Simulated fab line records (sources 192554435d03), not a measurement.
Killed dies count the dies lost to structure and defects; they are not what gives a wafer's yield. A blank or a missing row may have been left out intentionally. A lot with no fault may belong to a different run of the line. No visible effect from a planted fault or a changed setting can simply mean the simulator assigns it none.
Matching of chambers    flow n5_finfet    3 sister chambers for N5_BEOL_M0_CO_CAP_123 on cvd_co-02
The step material Co, precursor CCTBA/H2, target thk 2 nm, time 102.1 s. 36 wafers are shown with their chamber, then 12 later ones without.

== EACH WAFER AND ITS CHAMBER ==
wafer   chamber  heater_power_w (W)
L074.2  2        210
L074.5  2        207
L074.6  0        238
L077.1  0        238
L077.2  2        208
L077.3  1        258
L078.1  2        214
L078.5  2        206
L078.6  1        247
L081.3  0        240
L081.4  2        216
L081.5  0        232
L083.2  0        238
L083.5  0        236
L083.6  2        214
L084.1  0        243
L084.3  1        255
L084.5  0        234
L085.1  0        242
L085.3  2        207
L085.4  0        239
L086.2  2        210
L086.4  1        255
L086.5  2        219
L089.1  1        251
L089.4  1        244
L089.6  0        240
L090.2  0        237
L090.4  0        241
L090.5  2        212
L092.4  1        250
L092.5  2        215
L092.6  0        234
L093.1  2        210
L093.2  0        239
L093.6  2        213

SIGNATURES (means of the wafers above)
reading         chamber 0  chamber 1  chamber 2  scatter within a chamber
heater_power_w  238.07     251.43     211.50     3.78
Rule: for a wafer and a chamber, the distance is found by dividing, reading by reading, the gap between the wafer's reading and the chamber's mean by the reading's scatter, squaring, summing and taking the root. If the next closest chamber is less than 2 further off than the closest, the wafer can't be placed; otherwise it belongs to the closest. How the scatter is found: for the shown wafers, subtract from each reading the mean of its chamber, square and add these, divide the total by (wafers less chambers), then take the root.

== WAFERS WITHOUT THEIR CHAMBER ==
wafer   heater_power_w (W)
L094.1  255
L094.4  249
L094.5  241
L095.1  241
L095.3  256
L095.4  257
L096.3  259
L096.4  241
L096.6  247
L097.2  253
L097.3  238
L097.5  242

== WHICH CHAMBER EACH ONE RAN IN ==
wafer   from the rows above      in truth
L094.1  1                        1
L094.4  1                        1
L094.5  can't be placed: 0 or 1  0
L095.1  can't be placed: 0 or 1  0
L095.3  1                        1
L095.4  1                        1
L096.3  1                        1
L096.4  can't be placed: 0 or 1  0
L096.6  can't be placed: 1 or 0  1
L097.2  1                        1
L097.3  0                        0
L097.5  can't be placed: 0 or 1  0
Correct placement for 7 of the 12. Not placeable from these rows: 5 (in 5, the candidates include the true chamber). Wrongly placed: 0.
